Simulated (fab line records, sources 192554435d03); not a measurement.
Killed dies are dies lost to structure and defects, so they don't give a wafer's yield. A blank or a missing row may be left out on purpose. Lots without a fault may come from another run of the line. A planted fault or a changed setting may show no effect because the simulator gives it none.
fab line records | flow n5_finfet | part 2 of 2: steps 20 to 29 of 29
record lots=5 wafers=15 last_day=14
route steps=1938 shown BEOL_M11@1565
lots that met no fault: from a run of the same line without faults
start_h: hours from the record's first day to the start of the lot's first wafer shown | wait_h: hours since the lot's step before | " the same as in the row above | L1.1+2: a row that stands for several wafers | - no value, or no start given | * or withheld: withheld | < > ~ a bound
route shown NAME@n: a module of which the file shows steps, and the number in the route of the first | usual: mean/standard deviation of fault-free wafers | same: alike in all rows | chamber/n: place in a boat | sites: the reading at each site | _std_site: their standard deviation | _edge_site: outer sites' mean less inner sites' | radius_mm: how far each site lies from the wafer's centre | mask NAME#n: copy n | behind: the tool/chamber that last shaped the wafer | hold: why the lot was held/for how many hours/how that ended | device: the transistor (n, p or np) that didn't switch | end of line: the same wafers' tests at the end of the route | a step without rows: its recipe alone | killed: dies lost to structure and defects at the first sort, not the wafer's yield | map: a wafer's dies, x killed, . not, _ none there
set.NAME: the setting as run; set.NAME@STEP: as run at that earlier step | model.NAME: the simulator's own value behind a step, which no gauge read
lots at some steps of the route; a table a step, a row a wafer
services: from which hour (start_h, from the record's first day; less than 0 if before it) a tool's chamber was out of use, for how many hours, and why
## steps
# step N5_BEOL_M11_PRECLEAN_42
# recipe chemistry=residue_remover time_s=60 temp_c=40
# columns lot.wafer tool chamber start_h wait_h
L076.1+3+4 wet_bench-05 5,3,7 221.46 0.0
L077.1+3+4 wet_bench-04 6,2,3 236.21 0.0
L081.1+3+5 wet_bench-05 7,5,0 259.72 0.0
L088.3+5+6 wet_bench-04 0,4,1 300.50 0.0
L090.2+3+5 wet_bench-05 5,7,1 300.96 0.0
# step N5_BEOL_M11_SRD_43
# recipe time_s=30 temp_c=23 rinse_liquid=diw dry=ipa_marangoni
# columns lot.wafer tool chamber start_h wait_h
L076.1+3+4 wet_bench-05 5,3,7 221.47 0.0
L077.1+3+4 wet_bench-04 6,2,3 236.22 0.0
L081.1+3+5 wet_bench-05 7,5,0 259.74 0.0
L088.3+5+6 wet_bench-04 0,4,1 300.52 0.0
L090.2+3+5 wet_bench-05 5,7,1 300.98 0.0
# step N5_BEOL_M11_CD_MEAS_35
# recipe target_cd_nm=70 polarity=opening
# usual cd_nm=70.0/0.72
# columns lot.wafer tool chamber start_h wait_h cd_nm
L076.1 cd_sem-01 - 221.51 0.0 69.9
L076.3 " - " " 70.5
L076.4 " - " " 70.7
L077.1 cd_sem-03 - 236.26 0.0 69.1
L077.3 " - " " 69.7
L077.4 " - " " 69.6
L081.1 cd_sem-02 - 259.78 0.0 69.2
L081.3 " - " " 69.5
L081.5 " - " " 69.7
L088.3 cd_sem-01 - 300.57 0.0 71.3
L088.5 " - " " 70.9
L088.6 " - " " 70.3
L090.2 cd_sem-01 - 301.02 0.0 70.1
L090.3 " - " " 70.0
L090.5 " - " " 68.9
# step N5_BEOL_M11_CURE_72
# recipe temp_c=370 time_s=120 ambient=DMADMS/He material=SiCOH_lowk
# usual lamp_power_pct=52.32/0.052 wafer_temp_C_max=371.6/0.57
# columns lot.wafer tool chamber start_h wait_h lamp_power_pct wafer_temp_C_max
L076.1 uv_cure-02 2 221.56 0.0 52.30 371.9
L076.3 " 2 " " 52.38 371.1
L076.4 " 2 " " 52.33 371.1
L077.1 uv_cure-02 2 236.31 0.0 52.32 371.2
L077.3 " 2 " " 52.32 371.6
L077.4 " 2 " " 52.31 371.3
L081.1 uv_cure-03 2 259.82 0.0 52.36 373.2
L081.3 " 2 " " 52.38 372.1
L081.5 " 2 " " 52.33 372.5
L088.3 uv_cure-03 2 300.71 0.1 52.39 372.9
L088.5 " 2 " " 52.35 372.4
L088.6 " 2 " " 52.29 372.5
L090.2 uv_cure-03 0 301.11 0.1 52.29 370.9
L090.3 " 0 " " 52.35 371.7
L090.5 " 0 " " 52.30 371.0
# step N5_BEOL_M11_DEGAS_44
# recipe ambient=vacuum temp_c=250 time_s=60
# usual heater_power_w=331/25 susceptor_temp_C=250.01/0.19
# columns lot.wafer tool chamber start_h wait_h heater_power_w susceptor_temp_C
L076.1 pvd_sputter-02 - 222.18 0.6 320 250.02
L076.3 " - " " 295 249.98
L076.4 " - " " 311 249.85
L077.1 pvd_sputter-01 - 237.91 1.4 358 250.11
L077.3 " - " " 322 249.78
L077.4 " - " " 285 250.04
L081.1 pvd_sputter-01 - 260.26 0.4 362 249.76
L081.3 " - " " 318 249.96
L081.5 " - " " 313 250.30
L088.3 pvd_sputter-03 - 300.93 0.2 359 250.05
L088.5 " - " " 365 250.14
L088.6 " - " " 341 250.04
L090.2 pvd_sputter-02 - 302.45 1.3 314 249.75
L090.3 " - " " 348 249.96
L090.5 " - " " 317 249.89
# step N5_BEOL_M11_PRE_CLEAN_45
# recipe gas=H2/He time_s=30 temp_c=250
# usual heater_power_w=331/24 susceptor_temp_C=250.01/0.18
# columns lot.wafer tool chamber start_h wait_h heater_power_w susceptor_temp_C
L076.1 pvd_sputter-02 - 222.22 0.0 318 250.48
L076.3 " - " " 303 250.18
L076.4 " - " " 305 249.88
L077.1 pvd_sputter-01 - 237.95 0.0 360 250.09
L077.3 " - " " 329 250.46
L077.4 " - " " 294 249.95
L081.1 pvd_sputter-01 - 260.30 0.0 352 249.91
L081.3 " - " " 322 249.74
L081.5 " - " " 332 249.99
L088.3 pvd_sputter-03 - 300.97 0.0 358 249.99
L088.5 " - " " 350 250.16
L088.6 " - " " 336 250.10
L090.2 pvd_sputter-02 - 302.49 0.0 314 250.05
L090.3 " - " " 349 250.20
L090.5 " - " " 313 249.84
# step N5_BEOL_M11_ALD_74
# recipe material=TaN target_thk_a=20 temp_c=275 ald_precursor_family=PDMAT ald_co_reactant=NH3 pressure_torr=3 carrier_flow_sccm=1500 pulse_time_s=2 purge_time_s=3 co_reactant_purge_time_s=2 co_reactant_pulse_time_s=3 ald_cycles=40 precursor_vessel_temp_c=75 precursor_vessel_pressure_torr=26.25 precursor_vessel_carrier_sccm=1000
# usual heater_power_w=401/24 susceptor_temp_C=275.00/0.18
# columns lot.wafer tool chamber start_h wait_h heater_power_w susceptor_temp_C
L076.1 ald_metal-03 1 222.28 0.0 440 275.07
L076.3 " 2 " " 410 274.96
L076.4 " 3 " " 405 275.36
L077.1 ald_metal-02 2 238.01 0.0 372 275.26
L077.3 " 3 " " 417 274.78
L077.4 " 1 " " 414 274.70
L081.1 ald_metal-04 0 260.36 0.0 370 274.81
L081.3 " 2 " " 404 275.24
L081.5 " 0 " " 374 275.22
L088.3 ald_metal-02 0 301.03 0.0 384 275.18
L088.5 " 0 " " 372 275.23
L088.6 " 3 " " 418 275.36
L090.2 ald_metal-02 3 302.55 0.0 417 274.92
L090.3 " 2 " " 373 274.81
L090.5 " 3 " " 418 274.85
# step N5_BEOL_M11_SURFACE_TREAT_76
# recipe gas=Ar time_s=* ion_energy_ev=* ion_current_ma_cm2=0.5 pressure_mtorr=* ar_flow_sccm=30
# usual throttle_valve_pct=*
# columns lot.wafer tool chamber start_h wait_h throttle_valve_pct
L076.1 pvd_sputter-01 - 222.61 0.2 *
L076.3 " - " " *
L076.4 " - " " *
L077.1 pvd_sputter-01 - 238.33 0.2 *
L077.3 " - " " *
L077.4 " - " " *
L081.1 pvd_sputter-01 - 260.66 0.2 *
L081.3 " - " " *
L081.5 " - " " *
L088.3 pvd_sputter-02 - 301.53 0.4 *
L088.5 " - " " *
L088.6 " - " " *
L090.2 pvd_sputter-03 - 302.91 0.2 *
L090.3 " - " " *
L090.5 " - " " *
# step N5_BEOL_M11_CVD_75
# recipe material=Co target_thk_a=20 temp_c=withheld precursor=CCTBA/H2 pressure_torr=30 time_s=138.9
# columns lot.wafer tool chamber start_h wait_h
L076.1+3+4 cvd_co-01 2,0,0 222.67 0.0
L077.1+3+4 cvd_co-01 2,0,1 238.40 0.1
L081.1+3+5 cvd_co-01 1,0,2 260.72 0.0
L088.3+5+6 cvd_co-01 0,1,2 301.73 0.2
L090.2+3+5 cvd_co-01 1,0,2 302.97 0.0
# step N5_BEOL_M11_SPUTTER_48
# recipe material=Cu target_thk_a=120 temp_c=-20 bias_v=60 power_w=26000 chamber_pressure_pa=0.13 time_s=2
# usual bias_v=59.9/0.53 chuck_gas_flow_sccm=1.27/0.057 susceptor_temp_C=-20.00/0.13 throttle_valve_pct=29.6/1.2
# columns lot.wafer tool chamber start_h wait_h bias_v chuck_gas_flow_sccm susceptor_temp_C throttle_valve_pct
L076.1 pvd_sputter-01 - 222.85 0.1 59.8 1.27 -20.16 28.7
L076.3 " - " " 60.3 1.25 -19.87 27.9
L076.4 " - " " 59.1 1.31 -19.96 29.7
L077.1 pvd_sputter-01 - 238.59 0.1 58.9 1.20 -19.84 28.7
L077.3 " - " " 59.3 1.23 -20.11 30.4
L077.4 " - " " 59.1 1.43 -19.93 27.8
L081.1 pvd_sputter-01 - 260.86 0.1 60.8 1.37 -19.91 28.9
L081.3 " - " " 59.3 1.32 -20.00 27.8
L081.5 " - " " 59.6 1.21 -20.07 28.9
L088.3 pvd_sputter-02 - 301.85 0.1 60.1 1.30 -19.78 28.4
L088.5 " - " " 59.5 1.24 -19.94 28.5
L088.6 " - " " 60.6 1.33 -20.37 28.7
L090.2 pvd_sputter-02 - 303.13 0.1 59.9 1.30 -19.91 28.6
L090.3 " - " " 59.4 1.20 -19.95 29.1
L090.5 " - " " 59.6 1.33 -20.03 28.7
## services
# columns tool chamber start_h hours kind
arfi_scanner-02 - 198.85 1.0 pm
ald_metal-02 2 210.29 17.6 repair
rie_diel-01 3 211.88 14.8 repair
arfi_scanner-01 - 218.92 1.3 pm
arfi_scanner-03 - 219.18 1.3 pm
arfi_scanner-03 - 221.44 0.8 pm
arfi_scanner-02 - 229.58 1.0 pm
rie_diel-01 2 230.42 - clean
rie_diel-01 2 230.42 - consumable_replace:focus_ring
rie_diel-01 2 230.42 13.2 scheduled_down
rie_diel-01 2 230.42 13.2 vent_cycle
arfi_scanner-02 - 230.95 1.3 pm
rie_diel-03 3 232.01 2.0 repair
rie_diel-03 3 245.09 - clean
rie_diel-03 3 245.09 - consumable_replace:focus_ring
rie_diel-03 3 245.09 17.9 scheduled_down
arfi_scanner-01 - 254.19 0.8 pm
rie_diel-03 3 266.40 4.3 repair
pvd_sputter-02 - 284.61 5.1 repair
arfi_scanner-01 - 285.98 0.5 repair
arfi_scanner-02 - 288.39 0.8 pm
rie_diel-05 3 288.80 4.2 repair
rie_diel-03 0 289.36 5.6 repair
arfi_scanner-03 - 301.83 1.0 pm
